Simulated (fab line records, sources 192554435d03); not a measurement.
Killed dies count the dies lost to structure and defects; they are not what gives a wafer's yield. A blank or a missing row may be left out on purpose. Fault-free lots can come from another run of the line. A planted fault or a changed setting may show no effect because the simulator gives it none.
fab line records    flow n5Finfet
record: lots: 5  wafers: 15  lastDay: 16
route steps=1938 shown BEOL_M0_SAQP@647 BEOL_M4@1111 PASSIVATION@1936
lots with no fault: from the same line, run without faults
startH: hours from the record's opening day to when the first of the lot's shown wafers began    waitH: time in hours since the lot's previous step    " same as the row above    L1.1+2: a row that stands for several wafers    - either no value or no given start    * or withheld: withheld    < > ~ a bound
route shown NAME@n: NAME is a module with steps in the file, n the number in the route of the first one    usual: mean/standard deviation of fault-free wafers    same: alike in all rows    chamber/n: place in a boat    sites: per-site readings    _std_site: how widely they spread, as a standard deviation    _edge_site: inner sites' mean taken away from outer sites' mean    radiusMm: how far each site lies from the wafer's centre    mask NAME#n: copy n    behind: the last tool/chamber to shape the wafer    hold: what put the lot on hold/how long, in hours/how the hold closed    device: which transistor (n, p or np) failed to switch    end of line: at the end of the route, the tests of the same wafers    step lacking rows: just its recipe    killed: count of dies lost to structure and defects at first sort (not the wafer's yield)    map: per-die view of a wafer (x killed, . not killed, _ where there is no die)
set.NAME: the setting as run; set.NAME@STEP: as run at that earlier step    model.NAME: the simulator's own value behind a step, which no gauge read
lots at some steps of the route; a table a step, a row a wafer
services: the hour from which a tool's chamber was out of use, counted from the record's first day as startH (under 0 if before that day), plus the number of hours and why
== steps ==
step: N5_BEOL_M0_SAQP_PEB_12
recipe: pebTempC: withheld  pebTimeS: 60  resist: CAR-ArF
step: N5_BEOL_M0_SAQP_DEVELOP_13
recipe: developTimeS: 30  developer: TMAH  resist: CAR-ArF  devTempC: 23  rinseLiquid: diw  dry: airSpin
step: N5_BEOL_M0_SAQP_DESCUM_19
recipe: chemistry: O2  timeS: 7.9  sourcePowerW: 50  biasPowerW: 20  pressureMtorr: 20  rfFrequencyHz: 2.712e+07  tempC: 40  resist: CAR-ArF  o2FlowSccm: 225
step: N5_BEOL_M0_SAQP_ETCH_83
recipe: chemistry: CF4  target: SiARC  targetDepthA: 390  maskMaterial: CAR-ArF  timeS: 65  ionEnergyEv: 80  pressureMtorr: 40  sourceW: 545  biasW: 36  Ar_flow_sccm: 100  cf4FlowSccm: 100  ends: cleared
step: N5_BEOL_M0_SAQP_ETCH_84
recipe: chemistry: N2/H2  target: SOC  targetDepthA: 1000  overetchA: 200  maskMaterial: SiARC  tempC: 40  timeS: 150  ionEnergyEv: 200  pressureMtorr: 30  sourceW: 840  biasW: 150  n2FlowSccm: 200  h2FlowSccm: 200
step: N5_BEOL_M0_SAQP_STRIP_80
recipe: chemistry: N2/H2  tempC: 40  n2FlowSccm: 200  h2FlowSccm: 200  rfFrequencyHz: 6e+07
step: N5_BEOL_M0_SAQP_HM_OPEN_112
recipe: chemistry: CHF3/O2  target: SiO2  stopOn: a-Si  targetDepthA: 120  overEtchFrac: 1.25  maskMaterial: SOC  timeS: 13.5  pressureMtorr: 30  sourceW: 650  biasW: 170  Ar_flow_sccm: 200  CHF3_flow_sccm: 50  O2_flow_sccm: 5  ionEnergyEv: 200  ends: endPoint
step: N5_BEOL_M0_SAQP_STRIP_113
recipe: chemistry: CHF3/O2  resist: SiARC  rfFrequencyHz: 6e+07
step: N5_BEOL_M0_SAQP_MANDREL_ETCH_20
recipe: targetDepthA: 600  chemistry: HBr/Cl2  target: a-Si  stopOn: SiNx  btTimeS: 10  maskMaterial: SOC  overEtchFrac: 0.5  timeS: 30  pressureMtorr: 10  icpW: 800  biasW: 75  HBr_flow_sccm: 150  Cl2_flow_sccm: 80  ends: endPoint
step: N5_BEOL_M0_SAQP_STRIP_86
recipe: chemistry: N2/H2  powerW: 500  tempC: 40  pressureMtorr: 50  rfFrequencyHz: 6e+07  overashFraction: 0.3  biasPowerW: 28  h2Frac: 0.5  n2FlowSccm: 300  h2FlowSccm: 300
usual: drypumpMotorCurrentA: 5.8/0.42  h2FlowSccm: 299.8/0.9  n2FlowSccm: 300.0/0.87  oesProductAu: 0.76/0.087  rfVppV: 121.7/1.5  showerheadPlenumPTorr: 3.31/0.1  tempC: 40.00/0.11  throttleValvePct: 18.9/0.31
lot.wafer  tool        chamber  startH  waitH  drypumpMotorCurrentA  h2FlowSccm  n2FlowSccm  oesProductAu  rfHoursCounterH  rfVppV  showerheadPlenumPTorr  tempC  throttleValvePct
L941.1     rieDiel-04  2        184.45  0.1    5.7                   299.2       299.7       0.67          250              124.4   3.30                   39.87  19.2
L941.4     "           0        "       "      5.6                   299.8       301.4       0.70          202              119.9   3.33                   39.85  19.0
L941.5     "           3        "       "      5.8                   298.6       300.5       0.73          -                120.5   3.32                   39.94  19.2
L943.2     rieDiel-04  0        200.22  0.1    5.6                   270.6       301.1       0.70          209              122.3   3.25                   39.95  17.8
L943.3     "           3        "       "      5.9                   271.7       299.6       0.73          221              123.8   3.24                   40.00  17.9
L943.5     "           2        "       "      5.7                   270.4       299.2       1.00          -                122.0   3.22                   40.07  17.4
L944.2     rieDiel-04  1        200.26  0.1    6.1                   269.5       299.9       0.74          165              121.0   3.41                   39.82  17.6
L944.3     "           3        "       "      5.8                   269.7       300.5       0.73          221              119.2   3.24                   39.95  17.9
L944.4     "           0        "       "      5.6                   268.3       300.1       0.68          209              123.4   3.25                   40.04  17.8
L945.2     rieDiel-02  2        205.19  0.1    5.2                   299.4       298.1       0.95          8                121.4   3.29                   39.83  18.2
L945.5     "           2        "       "      5.2                   300.3       300.4       0.94          -                122.8   3.29                   40.01  18.2
L945.6     "           3        "       "      6.3                   300.4       298.4       0.96          -                124.0   3.44                   40.03  18.7
L948.2     rieDiel-04  2        222.63  0.1    5.7                   269.7       298.9       0.95          6                121.2   3.21                   39.84  17.4
L948.5     "           0        "       "      5.6                   268.6       299.4       0.69          -                121.8   3.24                   39.96  17.8
L948.6     "           1        "       "      6.1                   269.5       299.3       0.75          -                124.6   3.41                   40.00  17.5
step: N5_BEOL_M0_SAQP_STRIP_115
recipe: chemistry: postEtchResidueRemover  timeS: 60  tempC: 25  removerPh: withheld  removerWaterWtPct: withheld  removerFluorideWtPct: withheld
step: N5_BEOL_M4_RC_MEAS_101
usual: DIBL_N: 35.7/1.3  DIBL_P: 35.4/1.8  IOFF_N: 0.152/0.027  IOFF_P: 0.20/0.034  ION_N: 672/9.8  ION_P: 461/7.5  SS_N: 71.4/0.55  SS_P: 73.1/0.61  VT_N: 251/3.3  VT_P: -251/3.6
lot.wafer  tool       chamber  startH  waitH  DIBL_N[mV/V]  DIBL_P[mV/V]  IOFF_N[nA/um]  IOFF_P[nA/um]  ION_N[uA/um]  ION_P[uA/um]  SS_N[mV/dec]  SS_P[mV/dec]  VT_N[mV]  VT_P[mV]
L941.1     prober-02  0        240.00  0.0    34.9          34.6          0.135          0.17           656           443           72.0          73.0          252       -259
L941.4     "          0        "       "      37.4          36.0          0.168          0.18           670           447           72.4          73.3          252       -255
L941.5     "          0        "       "      36.3          35.1          0.160          0.17           663           451           71.4          73.7          251       -255
L944.2     prober-01  0        256.24  0.2    38.1          37.4          0.178          0.22           667           456           71.9          74.0          248       -251
L944.3     "          0        "       "      37.8          36.4          0.179          0.20           676           455           72.1          74.4          249       -253
L944.4     "          0        "       "      35.4          34.7          0.144          0.17           678           452           71.8          72.4          249       -255
L943.2     prober-01  0        260.74  0.2    36.5          36.6          0.170          0.22           673           462           72.3          72.7          250       -250
L943.3     "          0        "       "      34.8          33.9          0.130          0.18           656           457           72.4          72.2          252       -253
L943.5     "          0        "       "      38.1          38.5          0.192          0.25           676           458           72.1          74.1          249       -248
L945.2     prober-01  0        261.97  0.2    37.5          37.0          0.169          0.22           674           457           71.8          73.7          252       -250
L945.5     "          0        "       "      34.6          34.2          0.122          0.18           654           456           70.9          72.1          251       -252
L945.6     "          0        "       "      35.6          34.3          0.138          0.19           668           458           71.7          72.8          250       -250
L948.2     prober-01  0        275.59  0.2    36.0          35.4          0.157          0.20           685           462           71.1          72.8          249       -251
L948.5     "          0        "       "      35.7          35.3          0.148          0.20           678           469           71.1          72.9          250       -249
L948.6     "          0        "       "      36.7          36.2          0.167          0.21           680           463           72.1          73.5          251       -251
step: N5_PASSIVATION_PROBE_49
usual: defectLimitedYield: 91.5/1.3  killed_at_M0_to_M3: 33/11  killed_at_M4_up: 14/5.3  killedAtContacts: 11/6.3  killedAtFrontEnd: 38/10  killedAtOther: 3.7/2.8  killedDies: 101/16  killedOpen: 67/12  killedShort: 32/7.4  sort_bin_5_function: 5.0/0.86  sort_bin_6_memory: 3.2/0.69  sortNPass: 1079/16  sortYieldPct: 91.5/1.3
same: grossDies: 1180  killedAtBackSide: 0  sort_bin_4_leakage[%]: 0  sort_bin_8_speed[%]: 0
lot.wafer  tool       chamber  startH  waitH  defectLimitedYield[%]  killed_at_M0_to_M3  killed_at_M4_up  killedAtContacts  killedAtFrontEnd  killedAtOther  killedDies  killedOpen  killedShort  sort_bin_5_function[%]  sort_bin_6_memory[%]  sortNPass  sortYieldPct[%]
L941.1     prober-01  -        347.49  0.0    91.8                   35                  17               12                28                5              97          69          25           4.8                     3.3                   1083       91.8
L941.4     prober-01  -        347.64  0.2    89.7                   44                  16               20                34                7              121         77          38           6.4                     3.5                   1059       89.7
L941.5     prober-01  -        347.69  0.2    92.5                   25                  17               1                 42                4              89          65          21           4.7                     2.5                   1091       92.5
killed by level:class
L941.1 MOL_CONTACT_COAG:geometricParticle:open=10 STI_FIN_REVEAL:geometricParticle:open=9 BEOL_M2:geometricParticle:open=8 BEOL_M4:geometricParticle:open=8 BEOL_M0_SAQP:geometricParticle:short=7 BEOL_M0_SAQP:geometricParticle:open=7 FIN_SAQP:geometricParticle:short=4 BEOL_M1:geometricParticle:open=4
L941.4 MOL_CONTACT_COAG:geometricParticle:open=14 BEOL_M1:geometricParticle:open=10 STI_FIN_REVEAL:geometricParticle:open=8 BEOL_M4:geometricParticle:open=8 MOL_CONTACT_COAG:geometricParticle:short=6 BEOL_M0_SAQP:geometricParticle:short=6 BEOL_M2:geometricParticle:open=6 BEOL_M3:geometricParticle:open=6
L941.5 STI_FIN_REVEAL:geometricParticle:open=16 BEOL_M1:geometricParticle:open=9 BEOL_M4:geometricParticle:open=8 FIN_SAQP:geometricParticle:short=6 DUMMY_GATE:geometricParticle:open=6 BEOL_M3:geometricParticle:open=5 FIN_SAQP:geometricParticle:open=3 BEOL_M0_SAQP:geometricParticle:open=3
== services ==
tool        chamber  startH  hours  kind
rieDiel-02  3        178.06  -      clean
rieDiel-02  3        178.06  -      consumableReplace:focusRing
rieDiel-02  3        178.06  12.3   scheduledDown
rieDiel-02  3        178.06  12.3   ventCycle
rieDiel-04  2        185.70  -      clean
rieDiel-04  2        185.70  -      consumableReplace:focusRing
rieDiel-04  2        185.70  13.5   scheduledDown
rieDiel-04  2        185.70  13.5   ventCycle
== key ==
firstSign: step: N5_BEOL_M0_SAQP_STRIP_86  reading: h2FlowSccm  direction: down  sigmas: 33  usual: 299.8  struck: 269.8
effect: step: N5_BEOL_M0_SAQP_STRIP_86  reading: throttleValvePct  direction: down  sigmas: 3.9  usual: *  struck: *
metAt N5_BEOL_M0_SAQP_STRIP_86
struckWafers L943.2,L943.3,L943.5,L944.2,L944.3,L944.4,L948.2,L948.5,L948.6
onsetBetween 184.45 200.22
fault: kind: processParameterDrift  tool: rieDiel-04  chamber: -  onsetH: 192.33  steps: N5_BEOL_M0_SAQP_STRIP_86  channel: h2FlowSccm  offset: -30  shape: step  endH: 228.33  actsIn: theseRecipesOnly  stated: 300
